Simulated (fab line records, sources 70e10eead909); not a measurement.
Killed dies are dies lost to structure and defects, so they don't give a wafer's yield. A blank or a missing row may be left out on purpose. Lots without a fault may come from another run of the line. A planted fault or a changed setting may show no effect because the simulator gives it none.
fab line records | flow nand_harc | part 1 of 2: steps 1 to 4 of 6
record lots=22 wafers=66 last_day=34
route steps=1302 shown A_STAIRCASE@673
lots that met no fault: from a run of the same line without faults
start_h: hours from the record's first day to the start of the lot's first wafer shown | wait_h: hours since the lot's step before | " the same as in the row above | L1.1+2: a row that stands for several wafers | - no value, or no start given | * or withheld: withheld | < > ~ a bound
route shown NAME@n: a module of which the file shows steps, and the number in the route of the first | usual: mean/standard deviation of fault-free wafers | same: alike in all rows | chamber/n: place in a boat | sites: the reading at each site | _std_site: their standard deviation | _edge_site: outer sites' mean less inner sites' | radius_mm: how far each site lies from the wafer's centre | mask NAME#n: copy n | behind: the tool/chamber that last shaped the wafer | hold: why the lot was held/for how many hours/how that ended | device: the transistor (n, p or np) that didn't switch | end of line: the same wafers' tests at the end of the route | a step without rows: its recipe alone | killed: dies lost to structure and defects at the first sort, not the wafer's yield | map: a wafer's dies, x killed, . not, _ none there
set.NAME: the setting as run; set.NAME@STEP: as run at that earlier step | model.NAME: the simulator's own value behind a step, which no gauge read
steps of the route over a sample of lots; a table a step, a row a wafer
services: from which hour (start_h, from the record's first day; less than 0 if before it) a tool's chamber was out of use, for how many hours, and why
## steps
# step NHARC_A_STAIRCASE_ETCH_17
# recipe target_depth_a=1000 time_s=40.5 ion_energy_ev=400 c4f8_flow_sccm=20 o2_flow_sccm=10 ar_flow_sccm=withheld rf_w=600 bias_w=1000 chemistry=C4F8/O2
# usual bias_w=1000/3.2 oes_product_au=0.944/0.01 rf_vpp_V=897/5.7
# columns lot.wafer tool chamber start_h wait_h bias_w oes_product_au rf_hours_counter_h rf_vpp_V
L074.2 rie_diel-09 1 - - 1000 0.959 6 905
L074.6 " 1 " " 995 0.957 - 905
L074.5 " 2 " " 1001 0.953 - 896
L075.4 rie_diel-09 0 - - 1001 0.936 10 895
L075.3 " 1 " " 1003 0.957 9 905
L075.6 " 0 " " 1000 0.950 - 896
L076.3 rie_diel-06 0 - - 995 0.932 20 897
L076.4 " 1 " " 1000 0.941 20 900
L076.6 " 3 " " 1000 0.934 - 894
L077.2 rie_diel-09 0 - - 1001 0.936 18 896
L077.3 " 1 " " 999 0.963 16 907
L077.5 " 0 " " 1002 0.942 - 895
L078.4 rie_diel-06 3 - - 994 0.945 23 894
L078.1 " 0 " " 1004 0.945 22 895
L078.5 " 2 " " 1001 0.945 - 904
L080.3 rie_diel-09 0 - - 997 0.958 22 895
L080.6 " 3 " " 1005 0.951 - 887
L080.5 " 0 " " 994 0.954 - 897
L079.2 rie_diel-13 1 - - 1002 0.937 18 897
L079.5 " 1 " " 1001 0.955 - 897
L079.6 " 2 " " 1006 0.945 - 900
L081.2 rie_diel-13 3 - - 1006 0.924 24 889
L081.3 " 2 " " 1002 0.940 24 900
L081.5 " 3 " " 1001 0.920 - 889
L082.4 rie_diel-13 0 - - 998 0.942 29 903
L082.1 " 1 " " 1004 0.937 28 897
L082.6 " 3 " " 997 0.935 - 889
L083.1 rie_diel-09 3 - - 996 0.946 45 886
L083.5 " 2 " " 1002 0.941 - 894
L083.6 " 3 " " 999 0.939 - 885
L084.1 rie_diel-06 1 - - 999 0.941 41 898
L084.3 " 2 " " 1005 0.928 42 904
L084.5 " 1 " " 997 0.947 - 898
L086.3 rie_diel-09 2 - - 1004 0.932 46 895
L086.1 " 1 " " 1006 0.945 46 907
L086.4 " 1 " " 1004 0.937 - 904
L085.2 rie_diel-09 2 - - 998 0.932 46 895
L085.6 " 2 " " 992 0.932 - 895
L085.4 " 3 " " 998 0.939 - 886
L087.4 rie_diel-09 1 - - 996 0.951 53 906
L087.2 " 2 " " 997 0.945 52 894
L087.6 " 0 " " 1000 0.959 - 896
L088.2 rie_diel-06 3 - - 997 0.943 3 892
L088.1 " 2 " " 1004 0.930 3 903
L088.5 " 0 " " 1000 0.958 - 896
L089.4 rie_diel-06 0 - - 1000 0.938 6 896
L089.5 " 2 " " 999 0.934 - 905
L089.6 " 3 " " 999 0.933 - 892
L091.1 rie_diel-06 2 - - 997 0.928 17 902
L091.4 " 1 " " 997 0.930 17 897
L091.5 " 3 " " 1003 0.934 - 893
L093.2 rie_diel-09 1 - - 996 0.947 9 905
L093.3 " 0 " " 1000 0.923 9 894
L093.6 " 1 " " 995 0.947 - 904
L094.4 rie_diel-06 2 - - 998 0.948 22 904
L094.5 " 0 " " 998 0.955 - 894
L094.6 " 1 " " 1002 0.945 - 898
L095.2 rie_diel-09 1 - - 997 0.960 22 904
L095.3 " 2 " " 1000 0.935 24 894
L095.6 " 2 " " 999 0.940 - 895
L096.4 rie_diel-09 3 - - 1002 0.952 28 906
L096.3 " 1 " " 999 0.951 25 905
L096.5 " 2 " " 993 0.948 - 894
L097.4 rie_diel-13 1 - - 1001 0.946 14 897
L097.3 " 0 " " 998 0.942 18 903
L097.6 " 2 " " 1003 0.941 - 899
# step NHARC_A_STAIRCASE_TRIM_18
# recipe time_s=211.2 o2_flow_sccm=500 ar_flow_sccm=0 bias_w=0 chemistry=O2
# usual drypump_motor_current_A=5.8/0.47 oes_product_au=1.003/0.011 rf_vpp_V=57.9/0.97 showerhead_plenum_p_Torr=3.57/0.16 throttle_valve_pct=17.037/0.0093
# same bias_w=0
# columns lot.wafer tool chamber start_h wait_h drypump_motor_current_A oes_product_au rf_hours_counter_h rf_vpp_V showerhead_plenum_p_Torr throttle_valve_pct
L074.2 rie_diel-09 0 - - 4.9 0.999 5 59.3 3.53 17.038
L074.5 " 2 " " 6.2 0.998 - 57.4 3.51 17.033
L074.6 " 3 " " 6.0 1.008 - 57.3 3.29 17.042
L075.3 rie_diel-09 1 - - 5.8 1.022 9 58.5 3.80 17.030
L075.4 " 2 " " 6.2 1.003 9 58.4 3.51 17.014
L075.6 " 2 " " 6.2 1.008 - 55.7 3.51 17.042
L076.4 rie_diel-06 1 - - 6.0 0.997 20 58.0 3.60 17.042
L076.3 " 2 " " 5.2 0.991 21 57.8 3.77 17.044
L076.6 " 0 " " 5.8 0.988 - 56.5 3.55 17.038
L077.2 rie_diel-09 0 - - 4.9 1.006 18 56.8 3.52 17.032
L077.3 " 1 " " 5.8 1.010 17 56.5 3.80 17.052
L077.5 " 3 " " 6.0 1.012 - 57.5 3.28 17.033
L078.4 rie_diel-06 3 - - 6.5 1.004 23 57.4 3.47 17.052
L078.1 " 0 " " 5.8 0.997 22 57.7 3.55 17.022
L078.5 " 3 " " 6.5 1.004 - 58.7 3.47 17.047
L080.3 rie_diel-09 0 - - 4.9 1.019 22 58.3 3.52 17.039
L080.6 " 1 " " 5.8 1.034 - 60.8 3.79 17.047
L080.5 " 2 " " 6.2 1.006 - 56.8 3.50 17.045
L079.2 rie_diel-13 1 - - 5.3 1.006 18 58.3 3.58 17.063
L079.6 " 0 " " 5.1 1.000 - 59.5 3.74 17.041
L079.5 " 1 " " 5.4 0.995 - 57.7 3.58 17.034
L081.3 rie_diel-13 2 - - 5.1 0.994 24 57.6 3.64 17.028
L081.2 " 0 " " 5.1 0.987 22 58.9 3.73 17.041
L081.5 " 2 " " 5.1 1.000 - 58.5 3.64 17.037
L082.1 rie_diel-13 2 - - 5.1 1.002 29 57.1 3.64 17.033
L082.4 " 0 " " 5.1 1.005 29 56.3 3.73 17.041
L082.6 " 2 " " 5.1 1.010 - 57.7 3.64 17.028
L083.1 rie_diel-09 0 - - 4.9 1.009 42 58.5 3.51 17.034
L083.6 " 2 " " 6.2 0.985 - 56.9 3.49 17.050
L083.5 " 3 " " 6.0 0.997 - 56.9 3.27 17.028
L084.3 rie_diel-06 1 - - 5.9 1.008 42 57.7 3.59 17.019
L084.1 " 0 " " 5.8 1.005 41 57.4 3.54 17.043
L084.5 " 2 " " 5.2 0.999 - 58.6 3.76 17.044
L086.3 rie_diel-09 3 - - 6.0 1.010 53 57.1 3.26 17.019
L086.1 " 1 " " 5.8 1.017 47 57.5 3.78 17.025
L086.4 " 2 " " 6.2 1.012 - 57.1 3.49 17.040
L085.2 rie_diel-09 3 - - 6.0 1.000 54 57.9 3.26 17.038
L085.4 " 1 " " 5.8 1.006 - 58.4 3.78 17.035
L085.6 " 2 " " 6.2 0.999 - 59.8 3.49 17.029
L087.2 rie_diel-09 2 - - 6.2 1.000 52 58.3 3.49 17.018
L087.4 " 0 " " 4.9 0.998 47 57.5 3.51 17.043
L087.6 " 1 " " 5.8 1.006 - 59.4 3.78 17.028
L088.2 rie_diel-06 2 - - 5.2 0.985 3 58.4 3.75 17.033
L088.1 " 3 " " 6.5 0.980 3 57.8 3.45 17.054
L088.5 " 1 " " 5.9 0.991 - 55.8 3.59 17.035
L089.4 rie_diel-06 0 - - 5.8 1.007 7 59.1 3.53 17.032
L089.6 " 0 " " 5.8 1.005 - 58.1 3.53 17.040
L089.5 " 1 " " 6.0 1.002 - 56.0 3.58 17.038
L093.2 rie_diel-09 3 - - 6.0 1.013 11 58.4 3.80 17.055
L093.3 " 1 " " 5.8 1.032 9 60.1 3.77 17.048
L093.6 " 3 " " 6.0 1.020 - 58.6 3.80 17.015
L091.1 rie_diel-06 1 - - 5.9 1.006 17 57.5 3.58 17.039
L091.4 " 2 " " 5.2 1.002 17 58.7 3.74 17.038
L091.5 " 0 " " 5.8 1.006 - 58.0 3.52 17.045
L094.4 rie_diel-06 0 - - 5.8 1.012 26 57.6 3.52 17.032
L094.6 " 3 " " 6.4 0.993 - 57.0 3.44 17.033
L094.5 " 0 " " 5.8 1.017 - 56.3 3.52 17.038
L095.3 rie_diel-09 1 - - 5.8 1.018 22 59.4 3.76 17.036
L095.2 " 2 " " 6.2 1.001 24 57.7 3.47 17.036
L095.6 " 1 " " 5.8 1.020 - 57.7 3.76 17.043
L096.4 rie_diel-09 1 - - 5.8 1.013 25 57.3 3.76 17.032
L096.3 " 0 " " 4.9 0.984 25 58.4 3.49 17.024
L096.5 " 1 " " 5.8 1.015 - 58.2 3.76 17.034
L097.3 rie_diel-13 1 - - 5.4 0.996 14 58.3 3.55 17.052
L097.4 " 2 " " 5.1 0.975 19 58.4 3.61 17.026
L097.6 " 3 " " 6.4 0.995 - 56.9 3.33 17.035
# step NHARC_A_STAIRCASE_ETCH_25
# recipe target_depth_a=1000 time_s=40.5 ion_energy_ev=400 c4f8_flow_sccm=20 o2_flow_sccm=10 ar_flow_sccm=withheld rf_w=600 bias_w=1000 chemistry=C4F8/O2
# usual bias_w=1000/3 oes_product_au=0.946/0.013 rf_vpp_V=898/5.7
# columns lot.wafer tool chamber start_h wait_h bias_w oes_product_au rf_hours_counter_h rf_vpp_V
L074.2 rie_diel-09 2 - - 1003 0.946 6 894
L074.6 " 2 " " 1002 0.951 - 895
L074.5 " 3 " " 1005 0.966 - 887
L075.3 rie_diel-09 2 - - 998 0.951 9 896
L075.4 " 3 " " 1004 0.952 10 888
L075.6 " 2 " " 997 0.950 - 895
L076.3 rie_diel-09 0 - - 1003 0.940 17 897
L076.4 " 1 " " 1003 0.957 15 906
L076.6 " 1 " " 999 0.957 - 905
L078.4 rie_diel-13 0 - - 997 0.957 13 905
L078.1 " 2 " " 1001 0.939 15 901
L078.5 " 1 " " 1002 0.941 - 897
L077.2 rie_diel-13 1 - - 1000 0.937 14 898
L077.3 " 0 " " 999 0.940 14 902
L077.5 " 2 " " 998 0.945 - 901
L080.3 rie_diel-06 3 - - 1000 0.944 27 894
L080.5 " 1 " " 1000 0.944 - 899
L080.6 " 2 " " 1002 0.937 - 905
L079.2 rie_diel-13 0 - - 999 0.923 18 904
L079.6 " 1 " " 1000 0.932 - 898
L079.5 " 2 " " 1002 0.932 - 899
L081.2 rie_diel-13 3 - - 1000 0.934 24 889
L081.3 " 0 " " 1000 0.926 23 904
L081.5 " 2 " " 995 0.935 - 901
L082.4 rie_diel-06 2 - - 1004 0.939 35 904
L082.1 " 0 " " 1003 0.937 34 898
L082.6 " 3 " " 998 0.958 - 893
L083.1 rie_diel-09 3 - - 997 0.941 45 886
L083.6 " 1 " " 999 0.966 - 904
L083.5 " 2 " " 994 0.950 - 894
L084.1 rie_diel-06 3 - - 996 0.951 42 895
L084.3 " 1 " " 998 0.946 42 897
L084.5 " 3 " " 997 0.947 - 894
L086.4 rie_diel-13 0 - - 998 0.923 46 904
L086.1 " 2 " " 1004 0.937 47 899
L086.3 " 3 " " 1001 0.941 45 889
L085.2 rie_diel-09 2 - - 1003 0.940 47 895
L085.4 " 2 " " 1002 0.930 - 894
L085.6 " 3 " " 1006 0.947 - 886
L087.4 rie_diel-09 3 - - 1001 0.949 60 887
L087.2 " 2 " " 1002 0.957 53 895
L087.6 " 0 " " 1000 0.945 - 894
L088.2 rie_diel-06 3 - - 1000 0.952 5 893
L088.1 " 1 " " 998 0.929 7 898
L088.5 " 0 " " 996 0.925 - 896
L089.4 rie_diel-09 3 - - 998 0.974 1 906
L089.6 " 0 " " 997 0.938 - 895
L089.5 " 1 " " 1004 0.983 - 905
L093.3 rie_diel-06 0 - - 1001 0.968 17 894
L093.2 " 3 " " 995 0.949 17 893
L093.6 " 1 " " 999 0.951 - 897
L091.1 rie_diel-13 2 - - 998 0.953 3 899
L091.4 " 3 " " 998 0.950 3 889
L091.5 " 2 " " 1002 0.959 - 900
L094.4 rie_diel-09 0 - - 999 0.947 21 895
L094.6 " 1 " " 1001 0.962 - 906
L094.5 " 2 " " 997 0.952 - 894
L095.3 rie_diel-09 0 - - 1004 0.927 23 895
L095.2 " 1 " " 1000 0.943 22 905
L095.6 " 3 " " 998 0.981 - 905
L096.3 rie_diel-09 1 - - 1002 0.952 25 906
L096.4 " 3 " " 1004 0.962 28 905
L096.5 " 1 " " 999 0.954 - 904
L097.4 rie_diel-13 2 - - 1003 0.937 19 899
L097.3 " 1 " " 996 0.948 15 895
L097.6 " 3 " " 1001 0.934 - 888
# step NHARC_A_STAIRCASE_TRIM_26
# recipe time_s=211.2 o2_flow_sccm=500 ar_flow_sccm=0 bias_w=0 chemistry=O2
# usual drypump_motor_current_A=5.7/0.51 oes_product_au=1.004/0.011 rf_vpp_V=57.8/0.92 showerhead_plenum_p_Torr=3.57/0.16 throttle_valve_pct=17.036/0.009
# same bias_w=0
# columns lot.wafer tool chamber start_h wait_h drypump_motor_current_A oes_product_au rf_hours_counter_h rf_vpp_V showerhead_plenum_p_Torr throttle_valve_pct
L074.2 rie_diel-09 2 - - 6.2 1.005 6 57.3 3.51 17.035
L074.6 " 3 " " 6.0 1.025 - 57.9 3.29 17.049
L074.5 " 0 " " 4.9 1.015 - 56.2 3.53 17.029
L075.3 rie_diel-09 2 - - 6.2 1.008 9 58.6 3.51 17.036
L075.4 " 3 " " 6.0 1.018 10 56.4 3.29 17.030
L075.6 " 3 " " 6.0 1.014 - 57.3 3.29 17.027
L076.4 rie_diel-09 3 - - 6.0 1.005 17 56.4 3.28 17.054
L076.3 " 0 " " 4.9 1.005 17 58.2 3.53 17.041
L076.6 " 2 " " 6.2 1.000 - 57.7 3.51 17.040
L078.1 rie_diel-13 1 - - 5.3 0.999 14 58.2 3.58 17.039
L078.4 " 2 " " 5.1 0.999 15 57.8 3.65 17.038
L078.5 " 0 " " 5.1 0.999 - 57.5 3.74 17.039
L077.2 rie_diel-13 0 - - 5.0 0.998 14 56.0 3.74 17.057
L077.3 " 1 " " 5.4 1.002 14 56.7 3.58 17.031
L077.5 " 3 " " 6.4 1.010 - 55.8 3.36 17.053
L080.3 rie_diel-06 0 - - 5.8 1.003 26 57.1 3.54 17.052
L080.6 " 1 " " 6.0 1.002 - 58.5 3.60 17.043
L080.5 " 2 " " 5.2 0.999 - 56.9 3.77 17.040
L079.2 rie_diel-13 1 - - 5.4 0.999 19 58.3 3.58 17.043
L079.6 " 3 " " 6.4 0.993 - 56.8 3.36 17.034
L079.5 " 0 " " 5.1 0.994 - 59.0 3.74 17.027
L081.2 rie_diel-13 0 - - 5.1 1.000 23 58.6 3.73 17.037
L081.3 " 1 " " 5.3 1.000 24 58.1 3.58 17.014
L081.5 " 1 " " 5.3 0.996 - 55.7 3.58 17.028
L082.4 rie_diel-06 2 - - 5.2 1.000 35 58.8 3.76 17.031
L082.1 " 0 " " 5.8 1.009 34 57.2 3.54 17.033
L082.6 " 2 " " 5.2 0.994 - 59.1 3.76 17.033
L083.1 rie_diel-09 1 - - 5.8 1.020 38 58.1 3.79 17.048
L083.5 " 2 " " 6.2 0.997 - 56.7 3.49 17.046
L083.6 " 3 " " 6.0 0.999 - 57.5 3.27 17.028
L084.1 rie_diel-06 3 - - 6.4 1.005 42 57.8 3.46 17.040
L084.3 " 0 " " 5.8 1.005 41 56.7 3.54 17.034
L084.5 " 2 " " 5.2 0.991 - 59.4 3.76 17.046
L086.3 rie_diel-13 2 - - 5.1 1.007 47 58.6 3.63 17.021
L086.4 " 3 " " 6.4 0.994 45 58.0 3.35 17.030
L086.1 " 1 " " 5.4 0.991 45 58.2 3.57 17.025
L085.2 rie_diel-09 3 - - 6.0 1.011 56 56.9 3.26 17.036
L085.4 " 0 " " 4.9 1.006 43 58.6 3.51 17.052
L085.6 " 3 " " 6.0 1.001 - 57.3 3.26 17.023
L087.2 rie_diel-09 3 - - 6.0 1.001 60 57.2 3.26 17.020
L087.4 " 2 " " 6.2 1.000 53 60.0 3.49 17.038
L087.6 " 3 " " 6.0 1.004 - 56.8 3.26 17.032
L088.1 rie_diel-06 2 - - 5.2 0.996 7 59.0 3.75 17.044
L088.2 " 0 " " 5.8 1.010 5 57.4 3.53 17.059
L088.5 " 2 " " 5.2 0.999 - 58.1 3.75 17.034
L089.4 rie_diel-09 1 - - 5.8 1.031 1 58.1 3.78 17.033
L089.6 " 1 " " 5.8 1.025 - 58.3 3.78 17.032
L089.5 " 2 " " 6.2 1.006 - 58.9 3.48 17.043
L093.2 rie_diel-06 0 - - 5.8 1.010 17 59.0 3.52 17.032
L093.3 " 2 " " 5.2 0.992 18 59.1 3.74 17.036
L093.6 " 0 " " 5.8 1.012 - 57.8 3.52 17.041
L091.1 rie_diel-13 1 - - 5.4 0.985 3 58.6 3.56 17.024
L091.4 " 0 " " 5.1 0.995 3 58.5 3.71 17.016
L091.5 " 1 " " 5.4 0.999 - 57.2 3.56 17.029
L094.4 rie_diel-09 2 - - 6.2 1.007 22 57.3 3.47 17.044
L094.5 " 3 " " 6.0 1.009 - 58.0 3.79 17.047
L094.6 " 0 " " 4.9 0.992 - 57.1 3.50 17.029
L095.3 rie_diel-09 3 - - 6.0 1.006 25 58.4 3.79 17.032
L095.2 " 0 " " 5.0 0.992 23 58.4 3.50 17.016
L095.6 " 1 " " 5.8 0.999 - 59.3 3.76 17.049
L096.4 rie_diel-09 2 - - 6.2 1.006 27 56.9 3.47 17.046
L096.3 " 0 " " 4.9 0.994 26 57.5 3.49 17.044
L096.5 " 3 " " 6.0 1.018 - 58.8 3.79 17.033
L097.4 rie_diel-13 2 - - 5.1 0.990 19 58.5 3.61 17.017
L097.3 " 3 " " 6.4 0.991 21 56.8 3.33 17.035
L097.6 " 1 " " 5.4 0.992 - 56.5 3.55 17.031
